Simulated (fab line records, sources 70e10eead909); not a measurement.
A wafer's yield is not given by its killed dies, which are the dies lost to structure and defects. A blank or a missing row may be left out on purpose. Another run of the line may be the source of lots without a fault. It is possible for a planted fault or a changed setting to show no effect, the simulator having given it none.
fab line records	flow nand_harc
[record] lots = 7	wafers = 19	last_day = 23
route steps=1159 shown P_GATE@137 END@1159
lots with no fault: from the same line, run without faults
start_h: the number of hours between the record's first day and the start of the first shown wafer of the lot	wait_h: hours since the lot's step before	" the same as in the row above	L1.1+2: several wafers, shown together as one row	- no value present, or no start provided	* or withheld: withheld	< > ~ a bound
route shown NAME@n: NAME is a module with steps in the file, n the number in the route of the first one	usual: mean/standard deviation taken from wafers without a fault	same: alike in all rows	chamber/n: place in a boat	sites: readings site by site	_std_site: their standard deviation	_edge_site: the outer-site mean with the inner-site mean subtracted	radius_mm: for every site, how far away it sits from the centre of the wafer	mask NAME#n: copy n	behind: the last tool/chamber to shape the wafer	hold: the reason the lot was held/the length of the hold in hours/how it ended	device: the n, p or np transistor that did not switch	end of line: the route-end tests of the same wafers	for a step that has no rows: nothing shown but its recipe	killed: count of dies lost to structure and defects at first sort (not the wafer's yield)	map: a wafer's dies, marking killed ones x, the rest . and places with no die _
set.NAME: the setting the step ran with; set.NAME@STEP: the setting that earlier step ran with	model.NAME: the simulator's own value behind a step, which no gauge read
a table for each step, a row for each wafer; lots at some steps of the route
services: from which hour (start_h, from the record's first day; less than 0 if before it) a tool's chamber was out of use, for how many hours, and why
[[steps]]
[step NHARC_P_GATE_EBR_22]
[step NHARC_P_GATE_EXPOSE_23]
[recipe] na = 1.35	target_cd_nm = 120	dose_mj = 93.91	mask_id = P_GATE
[step NHARC_P_GATE_PEB_24]
[recipe] peb_temp_c = 100	peb_time_s = 65
[step NHARC_P_GATE_DEVELOP_25]
[recipe] develop_time_s = 35	dev_temp_c = 23
[step NHARC_P_GATE_CD_MEAS_26]
[recipe] target_cd_nm = 120	landing_energy_ev = 500
[usual] cd_nm = 119.7/1
lot.wafer	tool	chamber	start_h	wait_h	cd_nm
L358.2	cd_sem-03	0	107.23	-	119.3
L358.6	"	0	"	"	120.2
L360.3	cd_sem-03	0	114.63	-	120.5
L360.4	"	0	"	"	120.9
L360.6	"	0	"	"	121.1
L363.1	cd_sem-02	0	135.61	-	118.1
L363.6	"	0	"	"	120.3
L371.2	cd_sem-03	0	189.49	-	117.5
L371.5	"	0	"	"	119.9
L371.6	"	0	"	"	120.0
L373.1	cd_sem-02	0	199.38	-	121.2
L373.2	"	0	"	"	120.9
L373.4	"	0	"	"	121.3
L375.2	cd_sem-03	0	203.83	-	119.8
L375.4	"	0	"	"	120.4
L375.6	"	0	"	"	119.4
L377.1	cd_sem-03	0	216.02	-	118.6
L377.2	"	0	"	"	120.2
L377.5	"	0	"	"	119.9
[step NHARC_P_GATE_OVL_MEAS_27]
[usual] overlay_x_nm = 0.3/0.85	overlay_y_nm = -0.1/1.1
lot.wafer	tool	chamber	start_h	wait_h	overlay_x_nm	overlay_y_nm
L358.2	overlay-02	-	107.32	-	0.9	1.1
L358.6	"	-	"	"	0.5	1.6
L360.3	overlay-01	-	114.72	-	-0.9	-0.6
L360.4	"	-	"	"	-1.1	-0.9
L360.6	"	-	"	"	-1.1	-0.3
L363.1	overlay-02	-	135.70	-	1.4	-0.2
L363.6	"	-	"	"	1.3	0.0
L371.2	overlay-01	-	189.59	-	-0.2	-1.2
L371.5	"	-	"	"	-0.9	-1.2
L371.6	"	-	"	"	-0.3	-1.0
L373.1	overlay-02	-	199.47	-	-0.4	2.3
L373.2	"	-	"	"	0.3	2.2
L373.4	"	-	"	"	-0.3	1.9
L375.2	overlay-02	-	203.91	-	0.1	2.7
L375.4	"	-	"	"	-0.3	2.6
L375.6	"	-	"	"	0.4	2.0
L377.1	overlay-01	-	216.11	-	0.2	0.1
L377.2	"	-	"	"	0.7	-0.1
L377.5	"	-	"	"	1.0	-0.2
[step NHARC_P_GATE_INSPECT_28]
[usual] raw_defect_count = 5.8/2.6
lot.wafer	tool	chamber	start_h	wait_h	raw_defect_count
L358.2	defect_inspect-02	-	107.36	0.0	7
L358.6	"	-	"	"	7
L360.3	defect_inspect-01	-	114.75	0.0	10
L360.4	"	-	"	"	4
L360.6	"	-	"	"	3
L363.1	defect_inspect-02	-	135.74	0.0	9
L363.6	"	-	"	"	6
L371.2	defect_inspect-01	-	189.62	0.0	3
L371.5	"	-	"	"	7
L371.6	"	-	"	"	6
L373.1	defect_inspect-02	-	199.50	0.0	6
L373.2	"	-	"	"	5
L373.4	"	-	"	"	12
L375.2	defect_inspect-01	-	203.95	0.0	9
L375.4	"	-	"	"	4
L375.6	"	-	"	"	3
L377.1	defect_inspect-02	-	216.14	0.0	6
L377.2	"	-	"	"	5
L377.5	"	-	"	"	10
[step NHARC_P_GATE_DESCUM_31]
[recipe] time_s = 3	o2_flow_sccm = 200	ar_flow_sccm = 0	bias_power_w = 0	chemistry = O2
[usual] drypump_motor_current_A = 5.74/0.25	oes_product_au = 1.003/0.0096	rf_vpp_V = 57.8/0.83	showerhead_plenum_p_Torr = 1.91/0.081	throttle_valve_pct = 11.312/0.0092
lot.wafer	tool	chamber	start_h	wait_h	drypump_motor_current_A	oes_product_au	rf_hours_counter_h	rf_vpp_V	showerhead_plenum_p_Torr	throttle_valve_pct
L358.2	rie_diel-11	1	107.44	0.1	5.80	0.989	29	57.0	1.89	11.318
L358.6	"	0	"	"	5.45	0.991	-	58.0	2.04	11.305
L360.3	rie_diel-01	1	114.85	0.1	5.86	1.033	60	57.9	1.82	11.314
L360.4	"	3	"	"	6.06	1.011	43	58.0	1.97	11.322
L360.6	"	1	"	"	5.87	1.015	-	57.3	1.82	11.328
L363.1	rie_diel-11	2	135.81	0.1	5.57	0.990	41	57.9	1.86	11.313
L363.6	"	1	"	"	5.79	1.008	-	57.5	1.88	11.303
L371.2	rie_diel-08	2	189.71	0.1	5.36	0.998	11	57.5	1.80	11.309
L371.6	"	3	"	"	5.99	1.003	-	57.2	1.87	11.301
L371.5	"	0	"	"	5.57	1.006	-	58.3	1.88	11.309
L373.4	rie_diel-01	3	199.58	0.1	6.07	1.006	21	58.5	1.96	11.288
L373.2	"	0	"	"	5.40	0.986	18	58.3	1.96	11.312
L373.1	"	1	"	"	5.85	1.013	17	57.1	1.81	11.318
L375.2	rie_diel-08	3	204.05	0.1	6.01	0.996	13	57.7	1.87	11.312
L375.4	"	0	"	"	5.60	0.996	14	59.0	1.88	11.324
L375.6	"	2	"	"	5.36	1.001	-	56.7	1.80	11.313
L377.1	rie_diel-08	2	216.20	0.1	5.36	0.992	17	57.2	1.80	11.322
L377.2	"	3	"	"	5.95	1.001	16	57.0	1.87	11.307
L377.5	"	3	"	"	5.96	1.004	-	58.3	1.87	11.299
[step NHARC_P_GATE_ETCH_104]
[recipe] target_depth_a = 600	time_s = withheld	cf4_flow_sccm = 100	chf3_flow_sccm = 30	ar_flow_sccm = 0	rf_w = 500	bias_w = 200	chemistry = CF4/CHF3
[usual] bias_w = 200.0/0.61	drypump_motor_current_A = 5.72/0.26	oes_product_au = 0.947/0.021	rf_vpp_V = 370.7/2.2	showerhead_plenum_p_Torr = 1.58/0.063	throttle_valve_pct = 16.802/0.0092
lot.wafer	tool	chamber	start_h	wait_h	bias_w	drypump_motor_current_A	oes_product_au	rf_vpp_V	showerhead_plenum_p_Torr	throttle_valve_pct
L358.2	rie_diel-11	1	107.51	0.1	200.5	5.78	0.968	369.6	1.55	16.804
L358.6	"	0	"	"	199.6	5.45	0.961	374.1	1.67	16.792
L360.4	rie_diel-01	1	115.27	0.4	200.6	5.87	0.945	367.0	1.50	16.801
L360.3	"	2	"	"	200.3	5.83	0.944	372.5	1.67	16.797
L360.6	"	0	"	"	200.0	5.35	0.940	372.6	1.61	16.805
L363.1	rie_diel-11	2	135.97	0.1	199.9	5.58	0.920	370.2	1.53	16.798
L363.6	"	3	"	"	199.5	5.80	0.941	372.8	1.65	16.793
L371.2	rie_diel-08	0	189.91	0.2	200.3	5.60	0.931	371.0	1.55	16.817
L371.5	"	0	"	"	199.9	5.59	0.929	371.7	1.55	16.802
L371.6	"	1	"	"	200.8	5.93	0.940	372.9	1.64	16.799
L373.4	rie_diel-01	0	199.66	0.1	200.5	5.35	0.974	372.9	1.61	16.809
L373.1	"	1	"	"	199.6	5.82	0.981	367.6	1.49	16.785
L373.2	"	2	"	"	200.2	5.82	0.967	373.6	1.66	16.804
L375.4	rie_diel-08	1	204.13	0.1	200.7	5.91	0.925	372.9	1.64	16.811
L375.2	"	2	"	"	198.8	5.32	0.923	367.3	1.48	16.801
L375.6	"	3	"	"	200.4	5.94	0.936	368.4	1.54	16.791
L377.2	rie_diel-08	3	216.31	0.1	200.1	5.96	0.962	368.5	1.54	16.789
L377.1	"	1	"	"	199.5	5.90	0.956	374.1	1.64	16.790
L377.5	"	3	"	"	199.5	5.96	0.968	368.1	1.54	16.806
[step NHARC_P_GATE_HM_OPEN_105]
[recipe] target_depth_a = 3600	o2_flow_sccm = 400	cos_flow_sccm = 20	ar_flow_sccm = 0	rf_w = 500	bias_w = 300	chemistry = O2/COS
[usual] bias_w = 299.9/0.94	drypump_motor_current_A = 5.73/0.26	oes_product_au = 1.001/0.0091	rf_vpp_V = 467.2/2.8	showerhead_plenum_p_Torr = 3.12/0.12	throttle_valve_pct = 28.331/0.0096
lot.wafer	tool	chamber	start_h	wait_h	bias_w	drypump_motor_current_A	oes_product_au	rf_hours_counter_h	rf_vpp_V	showerhead_plenum_p_Torr	throttle_valve_pct
L358.2	rie_diel-11	1	-	-	301.2	5.79	0.992	29	467.3	3.08	28.341
L358.6	"	0	"	"	299.7	5.46	0.990	-	470.6	3.31	28.350
L360.4	rie_diel-01	3	-	-	300.1	6.09	0.995	43	467.4	3.20	28.338
L360.3	"	0	"	"	300.3	5.36	1.005	56	469.1	3.20	28.323
L360.6	"	3	"	"	300.8	6.09	0.999	-	468.9	3.20	28.324
L363.1	rie_diel-11	2	-	-	301.6	5.59	0.994	41	465.0	3.04	28.340
L363.6	"	1	"	"	300.6	5.80	0.992	-	466.9	3.08	28.324
L371.2	rie_diel-08	0	-	-	298.9	5.61	1.002	9	464.5	3.08	28.328
L371.5	"	2	"	"	300.4	5.34	1.007	-	463.1	2.95	28.321
L371.6	"	3	"	"	300.7	6.01	1.023	-	465.9	3.06	28.331
L373.1	rie_diel-01	3	-	-	300.2	6.11	0.993	21	469.4	3.19	28.331
L373.2	"	1	"	"	301.6	5.84	1.000	17	464.7	2.96	28.315
L373.4	"	2	"	"	298.9	5.82	1.016	20	470.2	3.30	28.317
L375.2	rie_diel-08	0	-	-	300.6	5.58	0.986	14	466.6	3.08	28.330
L375.4	"	2	"	"	297.9	5.35	0.990	16	463.0	2.94	28.330
L375.6	"	0	"	"	299.7	5.56	0.992	-	466.1	3.08	28.326
L377.1	rie_diel-08	3	-	-	299.3	5.96	1.001	16	465.3	3.06	28.321
L377.2	"	2	"	"	298.7	5.34	0.992	17	465.0	2.94	28.345
L377.5	"	1	"	"	299.2	5.92	1.004	-	469.4	3.25	28.327
[step NHARC_P_GATE_STRIP_106]
[recipe] o2_flow_sccm = 400	cos_flow_sccm = 20	ar_flow_sccm = 0	bias_w = 0	chemistry = O2/COS
[step NHARC_P_GATE_ETCH_114]
[recipe] target_depth_a = 300	overetch_a = 30	time_s = 16.5	ion_energy_ev = 100	cf4_flow_sccm = 80	o2_flow_sccm = 20	ar_flow_sccm = 0	rf_w = 300	bias_w = 100	chemistry = CF4/O2
[usual] bias_w = 100.0/0.3	drypump_motor_current_A = 5.73/0.25	oes_product_au = 1.002/0.0099	rf_vpp_V = 198.0/1.4	showerhead_plenum_p_Torr = 1.34/0.056	throttle_valve_pct = 13.397/0.0089
lot.wafer	tool	chamber	start_h	wait_h	bias_w	drypump_motor_current_A	oes_product_au	rf_hours_counter_h	rf_vpp_V	showerhead_plenum_p_Torr	throttle_valve_pct
L358.2	rie_diel-11	0	-	-	100.3	5.45	0.999	33	199.2	1.42	13.400
L358.6	"	0	"	"	100.0	5.46	0.990	-	200.0	1.42	13.390
L360.3	rie_diel-01	0	-	-	100.2	5.39	1.004	57	199.3	1.37	13.412
L360.4	"	2	"	"	99.5	5.81	1.002	45	199.0	1.42	13.405
L360.6	"	0	"	"	100.1	5.36	1.010	-	198.6	1.37	13.382
L363.1	rie_diel-11	2	-	-	100.5	5.59	0.999	42	198.0	1.30	13.407
L363.6	"	3	"	"	100.1	5.83	0.994	-	198.7	1.40	13.400
L371.2	rie_diel-08	1	-	-	99.8	5.92	1.004	11	198.7	1.39	13.402
L371.5	"	2	"	"	99.8	5.32	0.983	-	196.8	1.26	13.401
L371.6	"	3	"	"	100.1	5.94	0.999	-	196.9	1.31	13.388
L373.1	rie_diel-01	1	-	-	100.2	5.88	1.021	17	195.6	1.26	13.403
L373.4	"	3	"	"	99.9	6.08	1.005	21	198.5	1.36	13.409
L373.2	"	0	"	"	99.8	5.38	1.001	18	199.5	1.37	13.403
L375.2	rie_diel-08	3	-	-	100.0	5.97	1.009	14	197.7	1.31	13.407
L375.4	"	2	"	"	100.2	5.32	0.997	16	197.4	1.26	13.381
L375.6	"	3	"	"	99.6	5.97	1.011	-	198.1	1.31	13.393
L377.1	rie_diel-08	3	-	-	99.6	6.00	1.015	16	196.9	1.31	13.408
L377.2	"	2	"	"	100.1	5.37	0.994	17	196.6	1.26	13.392
L377.5	"	1	"	"	99.9	5.90	1.010	-	199.4	1.39	13.400
[step NHARC_P_GATE_ETCH_32]
[recipe] target_depth_a = 1500	over_etch_frac = 1	over_etch_ion_energy_ev = 40	time_s = 100.1	hbr_flow_sccm = 150	cl2_flow_sccm = 50	rf_w = 400	icp_w = 400	bias_w = 100	chemistry = HBr/Cl2
[usual] bias_w = 100.02/0.28	drypump_motor_current_A = 5.7/0.54	he_backside_leak_sccm = 2.69/0.24	oes_product_au = 1.002/0.014	over_etch_frac = 1/0	throttle_valve_pct = 26.407/0.0098
lot.wafer	tool	chamber	start_h	wait_h	bias_w	drypump_motor_current_A	he_backside_leak_sccm	oes_product_au	over_etch_frac	rf_hours_counter_h	throttle_valve_pct
L358.2	rie_si-02	3	107.94	-	99.77	5.8	2.85	0.998	1.5888	0.7	26.415
L358.6	"	3	"	"	100.21	5.9	2.86	0.997	1.5888	-	26.416
L360.4	rie_si-02	3	116.06	-	100.11	5.8	2.81	1.002	1	0.8	26.433
L360.3	"	1	"	"	100.45	5.4	2.58	0.995	1	0.7	26.416
L360.6	"	3	"	"	100.67	5.9	2.85	1.008	1.5888	-	26.412
L363.1	rie_si-02	3	136.89	-	100.14	5.8	2.77	1.012	1	1.0	26.409
L363.6	"	2	"	"	99.56	5.5	3.09	1.015	1.5888	-	26.415
L371.2	rie_si-04	3	190.52	-	99.97	6.6	2.97	1.031	1	0.6	26.414
L371.5	"	1	"	"	99.66	4.9	2.60	0.977	1	-	26.412
L371.6	"	2	"	"	99.97	5.3	2.41	0.996	1	-	26.401
L373.2	rie_si-02	2	200.05	-	99.90	5.4	2.91	1.018	1	1.6	26.414
L373.4	"	3	"	"	100.22	5.8	2.73	1.001	1	1.7	26.419
L373.1	"	1	"	"	100.28	5.4	2.49	0.991	1	1.4	26.419
L375.4	rie_si-03	2	204.89	-	100.73	5.2	2.71	1.007	1	0.4	26.414
L375.2	"	0	"	"	100.16	6.5	2.49	1.016	1	0.4	26.399
L375.6	"	2	"	"	100.28	5.2	2.65	1.008	1	-	26.395
L377.1	rie_si-03	1	216.74	-	99.72	5.2	2.31	0.996	1	0.6	26.419
L377.2	"	0	"	"	99.96	6.5	2.43	1.025	1	0.5	26.416
L377.5	"	2	"	"	100.17	5.3	2.96	0.998	1	-	26.399
[step NHARC_P_GATE_STRIP_108]
[recipe] o2_flow_sccm = 500	ar_flow_sccm = 0	bias_w = 0	chemistry = O2
[usual] drypump_motor_current_A = 5.75/0.25	oes_product_au = 1.001/0.011	rf_vpp_V = 57.9/0.84	showerhead_plenum_p_Torr = 3.55/0.14	throttle_valve_pct = 17.036/0.0093
[same] bias_w = 0
lot.wafer	tool	chamber	start_h	wait_h	drypump_motor_current_A	oes_product_au	rf_hours_counter_h	rf_vpp_V	showerhead_plenum_p_Torr	throttle_valve_pct
L358.2	rie_diel-11	3	108.10	-	5.80	1.001	33	58.6	3.69	17.038
L358.6	"	3	"	"	5.83	1.003	-	57.7	3.69	17.021
L360.3	rie_diel-08	2	116.24	-	5.38	0.993	28	57.6	3.34	17.039
L360.4	"	3	"	"	6.02	0.993	28	57.2	3.47	17.045
L360.6	"	1	"	"	5.92	1.007	-	58.9	3.69	17.019
L363.1	rie_diel-08	0	137.04	-	5.58	1.003	1	57.5	3.48	17.053
L363.6	"	0	"	"	5.60	1.005	-	58.8	3.48	17.032
L371.2	rie_diel-08	3	190.69	-	5.98	0.999	9	58.1	3.46	17.015
L371.6	"	1	"	"	5.91	1.004	-	57.6	3.68	17.040
L371.5	"	2	"	"	5.38	0.995	-	57.2	3.33	17.026
L373.1	rie_diel-08	2	200.22	-	5.34	1.004	14	57.2	3.33	17.029
L373.2	"	0	"	"	5.59	1.005	13	58.0	3.48	17.029
L373.4	"	1	"	"	5.93	1.009	14	56.8	3.68	17.038
L375.4	rie_diel-08	0	205.04	-	5.60	0.996	14	58.7	3.48	17.040
L375.2	"	2	"	"	5.38	0.995	16	56.8	3.33	17.040
L375.6	"	1	"	"	5.92	1.014	-	58.9	3.68	17.051
L377.2	rie_diel-01	1	216.94	-	5.87	1.012	23	58.1	3.35	17.044
L377.1	"	2	"	"	5.80	1.009	26	57.2	3.72	17.040
L377.5	"	3	"	"	6.08	0.997	-	57.7	3.60	17.025
[step NHARC_END_SORT_01]
[recipe] temp_c = 25
[usual] killed_at_array = 27/9.9	killed_at_other = 0.5/0.76	killed_at_periphery = 3.4/2.2	killed_dies = 31/10	killed_open = 3.3/2	killed_short = 2.0/1.5
[same] gross_dies = 677
lot.wafer	tool	chamber	start_h	wait_h	killed_at_array	killed_at_other	killed_at_periphery	killed_dies	killed_open	killed_short
L358.2	prober-02	0	462.50	2.8	22	0	1	23	1	0
L358.6	prober-02	0	465.65	3.9	21	1	4	26	5	2
L363.1	prober-01	0	483.89	2.5	16	2	10	28	4	2
L363.6	prober-01	0	487.98	4.1	12	1	6	19	3	1
L360.3	prober-02	0	493.31	3.1	19	0	5	24	3	1
L360.4	prober-02	0	494.11	3.4	22	0	0	22	0	2
L360.6	prober-02	0	495.73	4.0	27	1	2	30	4	3
L371.2	prober-01	0	532.08	2.8	33	0	7	40	1	2
L371.5	prober-01	0	534.51	3.7	31	0	5	36	5	1
L371.6	prober-01	0	535.32	4.1	33	1	7	41	5	3
L373.1	prober-02	0	541.45	2.5	18	0	6	24	7	1
L373.2	prober-02	0	542.24	2.8	24	1	2	27	4	5
L373.4	prober-02	0	543.82	3.4	23	0	3	26	5	3
L375.2	prober-01	0	551.07	2.8	16	1	3	20	2	0
L375.4	prober-01	0	552.69	3.4	20	0	4	24	3	4
L375.6	prober-01	0	554.30	4.0	23	2	2	27	4	1
L377.1	prober-02	0	558.05	2.5	49	0	3	52	5	1
L377.2	prober-02	0	558.86	2.8	33	1	8	42	2	3
L377.5	prober-02	0	561.29	3.7	37	0	5	42	3	1
// killed by level:class
L358.2 A_CHANNEL_HOLE_D1:chamber_film_flake=13 A_CONTACT:chamber_film_flake=4 A_WL_FILL:chamber_film_flake=3 A_STAIRCASE:chamber_film_flake=2 P_GATE:geometric_particle:open=1
L358.6 A_CHANNEL_HOLE_D1:chamber_film_flake=9 A_STAIRCASE:chamber_film_flake=5 A_CONTACT:chamber_film_flake=3 A_CONTACT:geometric_particle:open=2 P_CONTACT:geometric_particle:open=1 P_M0:geometric_particle:open=1 P_M0:geometric_particle:short=1 A_WL_FILL:geometric_particle:open=1
L363.1 A_STAIRCASE:chamber_film_flake=5 P_M1:chamber_film_flake=4 P_GATE:geometric_particle:open=2 P_GATE:chamber_film_flake=2 A_CHANNEL_HOLE_D1:chamber_film_flake=2 A_CONTACT:chamber_film_flake=2 A_M1:chamber_film_flake=2 P_M1:geometric_particle:open=1
L363.6 A_CHANNEL_HOLE_D1:chamber_film_flake=4 P_M1:chamber_film_flake=3 A_STAIRCASE:chamber_film_flake=2 P_CONTACT:geometric_particle:open=1 A_CHANNEL_HOLE_D1:geometric_particle:open=1 A_CHANNEL_FILL_D1:geometric_particle:short=1 A_CONTACT:geometric_particle:open=1 P_ZERO_WELL:chamber_film_flake=1
L360.3 A_SLIT:chamber_film_flake=7 P_ZERO_WELL:chamber_film_flake=3 A_CHANNEL_HOLE_D1:chamber_film_flake=3 A_CHANNEL_FILL_D1:geometric_particle:open=2 A_CONTACT:chamber_film_flake=2 A_BLC:chamber_film_flake=2 P_CONTACT:geometric_particle:open=1 A_SLIT:geometric_particle:short=1
L360.4 A_SLIT:chamber_film_flake=7 A_CHANNEL_HOLE_D1:chamber_film_flake=5 A_STAIRCASE:chamber_film_flake=5 A_CHANNEL_FILL_D1:geometric_particle:short=1 A_WL_FILL:geometric_particle:short=1 A_CHANNEL_FILL_D1:chamber_film_flake=1 A_CONTACT:chamber_film_flake=1 A_BLC:chamber_film_flake=1
L360.6 A_SLIT:chamber_film_flake=11 A_STAIRCASE:chamber_film_flake=4 A_CHANNEL_HOLE_D1:chamber_film_flake=2 A_CHANNEL_FILL_D1:chamber_film_flake=2 A_CHANNEL_FILL_D1:geometric_particle:short=1 A_SGD_CUT:geometric_particle:short=1 A_WL_FILL:geometric_particle:short=1 A_WL_FILL:geometric_particle:open=1
L371.2 A_CHANNEL_HOLE_D1:chamber_film_flake=26 P_M0:chamber_film_flake=3 A_CONTACT:chamber_film_flake=3 P_BONDPAD:chamber_film_flake=2 P_M1:geometric_particle:short=1 A_CHANNEL_FILL_D1:geometric_particle:short=1 A_M1:geometric_particle:open=1 P_ZERO_WELL:chamber_film_flake=1
L371.5 A_CHANNEL_HOLE_D1:chamber_film_flake=19 A_CONTACT:chamber_film_flake=5 P_ZERO_WELL:chamber_film_flake=2 P_CONTACT:geometric_particle:open=1 A_CHANNEL_FILL_D1:geometric_particle:short=1 A_CHANNEL_FILL_D1:geometric_particle:open=1 A_WL_FILL:geometric_particle:open=1 A_CONTACT:geometric_particle:open=1
L371.6 A_CHANNEL_HOLE_D1:chamber_film_flake=21 A_CONTACT:chamber_film_flake=5 P_BONDPAD:chamber_film_flake=3 P_M0:geometric_particle:open=2 A_WL_FILL:geometric_particle:short=2 A_STAIRCASE:geometric_particle:open=1 A_WL_FILL:geometric_particle:open=1 A_M1:geometric_particle:short=1
L373.1 A_CHANNEL_HOLE_D1:chamber_film_flake=9 A_STAIRCASE:chamber_film_flake=2 A_CONTACT:chamber_film_flake=2 P_CONTACT:geometric_particle:short=1 P_CONTACT:geometric_particle:open=1 P_M0:geometric_particle:open=1 P_M2:geometric_particle:open=1 A_CHANNEL_HOLE_D1:geometric_particle:open=1
L373.2 A_CHANNEL_HOLE_D1:chamber_film_flake=10 A_STAIRCASE:chamber_film_flake=3 A_CONTACT:geometric_particle:open=2 A_M0:geometric_particle:short=2 A_CONTACT:chamber_film_flake=2 P_GATE:geometric_particle:open=1 A_SOURCE_PLATE:geometric_particle:short=1 A_ONON_D1:geometric_particle:short=1
L373.4 A_CHANNEL_HOLE_D1:chamber_film_flake=11 A_CONTACT:geometric_particle:open=3 A_STAIRCASE:chamber_film_flake=3 A_CONTACT:chamber_film_flake=2 P_GATE:geometric_particle:short=1 P_CONTACT:geometric_particle:open=1 A_CHANNEL_HOLE_D1:geometric_particle:open=1 A_SGD_CUT:geometric_particle:short=1
L375.2 A_CHANNEL_HOLE_D1:chamber_film_flake=7 A_CONTACT:chamber_film_flake=6 A_STAIRCASE:chamber_film_flake=2 P_GATE:geometric_particle:open=1 P_M0:geometric_particle:open=1 P_GATE:chamber_film_flake=1 A_M1:chamber_film_flake=1 THIN_TSV:chamber_film_flake=1
L375.4 A_CHANNEL_HOLE_D1:chamber_film_flake=8 A_CONTACT:chamber_film_flake=5 A_ONON_D1:geometric_particle:short=2 P_CONTACT:geometric_particle:open=1 P_M2:geometric_particle:short=1 A_WL_FILL:geometric_particle:open=1 A_CONTACT:geometric_particle:short=1 A_BLC:geometric_particle:open=1
L375.6 A_CONTACT:chamber_film_flake=8 A_CHANNEL_HOLE_D1:chamber_film_flake=4 A_STAIRCASE:chamber_film_flake=4 A_CHANNEL_FILL_D1:geometric_particle:open=2 A_M1:chamber_film_flake=2 THIN_TSV:chamber_film_flake=2 P_STI:geometric_particle:short=1 A_WL_FILL:geometric_particle:open=1
L377.1 A_SLIT:chamber_film_flake=29 A_CHANNEL_HOLE_D1:chamber_film_flake=4 A_WL_FILL:chamber_film_flake=4 A_CONTACT:chamber_film_flake=3 A_WL_FILL:geometric_particle:open=2 A_M1:chamber_film_flake=2 A_ONON_D1:geometric_particle:open=1 A_CONTACT:geometric_particle:open=1
L377.2 A_SLIT:chamber_film_flake=15 A_CHANNEL_HOLE_D1:chamber_film_flake=9 P_M2:chamber_film_flake=5 A_CONTACT:chamber_film_flake=4 P_CONTACT:geometric_particle:open=2 A_STAIRCASE:chamber_film_flake=2 P_STI:geometric_particle:short=1 A_WL_FILL:geometric_particle:short=1
L377.5 A_SLIT:chamber_film_flake=14 A_CHANNEL_HOLE_D1:chamber_film_flake=8 A_CONTACT:chamber_film_flake=5 A_WL_FILL:chamber_film_flake=4 P_M2:chamber_film_flake=3 A_M1:chamber_film_flake=2 P_CONTACT:geometric_particle:open=1 P_M0:geometric_particle:open=1
[[services]]
tool	chamber	start_h	hours	kind
rie_diel-01	0	91.39	3.6	repair
rie_si-04	-	99.00	9.0	pm
rie_diel-08	0	103.87	-	clean
rie_diel-08	1	103.87	-	clean
rie_diel-08	2	103.87	-	clean
rie_diel-08	3	103.87	-	clean
rie_diel-01	-	104.52	1.6	repair
rie_si-02	2	110.12	4.0	repair
rie_diel-08	-	124.80	9.0	pm
rie_diel-08	0	124.80	9.0	vent_cycle
rie_diel-08	1	124.80	9.0	vent_cycle
rie_diel-08	2	124.80	9.0	vent_cycle
rie_diel-08	3	124.80	9.0	vent_cycle
rie_diel-08	0	133.80	-	clean
rie_diel-08	1	133.80	-	clean
rie_diel-08	2	133.80	-	clean
rie_diel-08	3	133.80	-	clean
rie_diel-01	-	137.88	9.0	pm
rie_si-03	-	155.00	9.0	pm
rie_diel-08	-	182.51	0.4	repair
rie_diel-11	0	188.45	2.9	repair
rie_diel-11	-	189.50	9.0	pm
rie_si-02	-	211.00	9.0	pm
rie_diel-08	0	211.62	11.0	repair
[[key]]
[first_sign] step = NHARC_P_GATE_ETCH_32	reading = over_etch_frac	direction = up	sigmas = 99+	usual = 1	struck = 1.5888
effect none on later readings
met_at NHARC_P_GATE_ETCH_32
struck_wafers L358.2,L358.6,L360.6,L363.6
tester_left_out L358,L360,L363
[fault] kind = process_parameter_drift	tool = rie_si-02	chamber = -	onset_h = 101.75	steps = NHARC_P_GATE_ETCH_32	channel = over_etch_frac	offset = 0.58882	shape = step	end_h = 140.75	scope = struck_wafers_only	stated = 1
// tester_left_out: of these lots the tester's yield and bins aren't shown, on N5 and GAA mostly nor the transistor test; their killed dies are dies lost to structure and defects alone, not to doping, threshold or leakage, so they don't give the yield
